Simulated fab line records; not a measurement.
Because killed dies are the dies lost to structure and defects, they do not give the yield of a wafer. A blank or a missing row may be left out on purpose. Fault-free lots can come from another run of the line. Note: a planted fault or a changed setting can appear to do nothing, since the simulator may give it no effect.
Which of the tools did it? / flow n5Finfet / Sampling: 9 lots, 24 wafers, 2 of 1938 route steps

WHAT THE GAUGES READ, wafer by wafer
N5_BEOL_M4_RC_MEAS_101.
lot=L743; measured=day 8 00:55; on=prober-01; DIBL_N (mV/V)=37.2 34.5 34.7
lot=L744; measured=day 8 08:05; on=prober-01; DIBL_N (mV/V)=38.7 37.0 35.7
lot=L745; measured=day 8 19:19; on=prober-02; DIBL_N (mV/V)=37.0 37.2 36.3
lot=L747; measured=day 9 01:03; on=prober-02; DIBL_N (mV/V)=38.6 39.0 38.8
lot=L750; measured=day 10 00:00; on=prober-02; DIBL_N (mV/V)=38.4 38.6 42.0
lot=L752; measured=day 10 10:58; on=prober-02; DIBL_N (mV/V)=34.3 36.5 35.7
lot=L759; measured=day 11 21:37; on=prober-02; DIBL_N (mV/V)=35.4 37.1
lot=L761; measured=day 13 08:39; on=prober-01; DIBL_N (mV/V)=39.6 37.6
lot=L762; measured=day 13 12:13; on=prober-01; DIBL_N (mV/V)=36.6 36.6

TOOL THAT RAN EACH LOT (tool first, then ch and the chambers of the sampled wafers, then the start)
lot=L743; N5_SD_EPI_N_ETCH_35=rieDiel-03 ch 1,2,3, day 3 07:04
lot=L744; N5_SD_EPI_N_ETCH_35=rieDiel-03 ch 2,3, day 3 14:39
lot=L745; N5_SD_EPI_N_ETCH_35=rieDiel-03 ch 1,2, day 3 20:13
lot=L747; N5_SD_EPI_N_ETCH_35=rieDiel-03 ch 2,3, day 4 07:50
lot=L750; N5_SD_EPI_N_ETCH_35=rieDiel-03 ch 0,1, day 5 03:46
lot=L752; N5_SD_EPI_N_ETCH_35=rieDiel-03 ch 1,2, day 5 19:26
lot=L759; N5_SD_EPI_N_ETCH_35=rieDiel-03 ch 1,2, day 7 07:44
lot=L761; N5_SD_EPI_N_ETCH_35=rieDiel-03 ch 1,2, day 7 22:05
lot=L762; N5_SD_EPI_N_ETCH_35=rieDiel-03 ch 0,2, day 8 02:56
- N5_SD_EPI_N_ETCH_35: etches SOC in N2/H2, overetch 108 nm, time 486 s.

THE ANSWER, worked out from the rows above alone
Rule: the usual values come from the lots themselves. Put in order of their means at a reading, lots are off if they are a third of the lots or fewer, leave a main group of 4 or more, and stand apart from it by a gap of 3 or more times the standard deviation of the main group's means; of several such gaps the widest counts. The tables above print the reading to a certain number of digits; a main group whose means all agree to those digits is not used. A lot without any number at a reading at which 4 lots or more have one is off too. Where the step has rows for the other lots, those lots are counted as sound.
Across all readings shown, no lot is off: no conclusion can be drawn from this.

WHAT THE SIMULATOR PUT IN
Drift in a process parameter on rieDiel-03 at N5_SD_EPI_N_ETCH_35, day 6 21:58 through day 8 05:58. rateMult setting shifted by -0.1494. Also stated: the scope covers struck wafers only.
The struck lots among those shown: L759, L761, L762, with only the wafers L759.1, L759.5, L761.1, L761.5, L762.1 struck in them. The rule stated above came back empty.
